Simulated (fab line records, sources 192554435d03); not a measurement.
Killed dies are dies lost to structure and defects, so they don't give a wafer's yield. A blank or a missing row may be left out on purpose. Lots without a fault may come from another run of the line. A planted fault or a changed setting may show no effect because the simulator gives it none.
Chamber matching | flow n5_finfet | N5_BEOL_M1_ALD_84 on ald_metal-04: 4 sister chambers
The step deposits TaN, pulse time 2 s, purge time 3 s, co reactant purge time 2 s. 4 wafers are shown with their chamber, then 11 later ones without.

WAFERS WITH THEIR CHAMBER
wafer  | chamber | heater_power_w (W)
L081.5 | 3       | 528
L085.4 | 0       | 401
L085.5 | 1       | 439
L091.2 | 2       | 423

WAFERS WITHOUT THEIR CHAMBER
wafer  | heater_power_w (W)
L091.4 | 409
L091.5 | 393
L095.1 | 421
L095.3 | 432
L095.5 | 401
L096.1 | 418
L096.2 | 395
L096.5 | 425
L097.1 | 441
L097.2 | 419
L097.4 | 398

WHICH CHAMBER EACH WENT THROUGH
wafer  | from the rows above     | in truth
L091.4 | can't be placed: 0 or 2 | 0
L091.5 | 0                       | 0
L095.1 | 2                       | 2
L095.3 | can't be placed: 1 or 2 | 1
L095.5 | 0                       | 0
L096.1 | 2                       | 2
L096.2 | 0                       | 0
L096.5 | 2                       | 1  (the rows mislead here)
L097.1 | 1                       | 1
L097.2 | 2                       | 2
L097.4 | 0                       | 0
Placed correctly: 8 of 11. Can't be placed from these rows: 2 (the true chamber is among the candidates in 2). Placed wrongly: 1.
How it was worked out, from the rows above alone: a wafer's distance from a chamber is the root of the sum, over the readings, of the square of ((its reading less the chamber's mean) divided by the reading's scatter). The wafer belongs to the nearest chamber; if the next one is less than 2 further off, it can't be placed. A chamber's mean is the mean of its shown wafers. The scatter: with one shown wafer a chamber, the root of the mean of the squares of how far each hidden wafer lies from its nearest shown one.
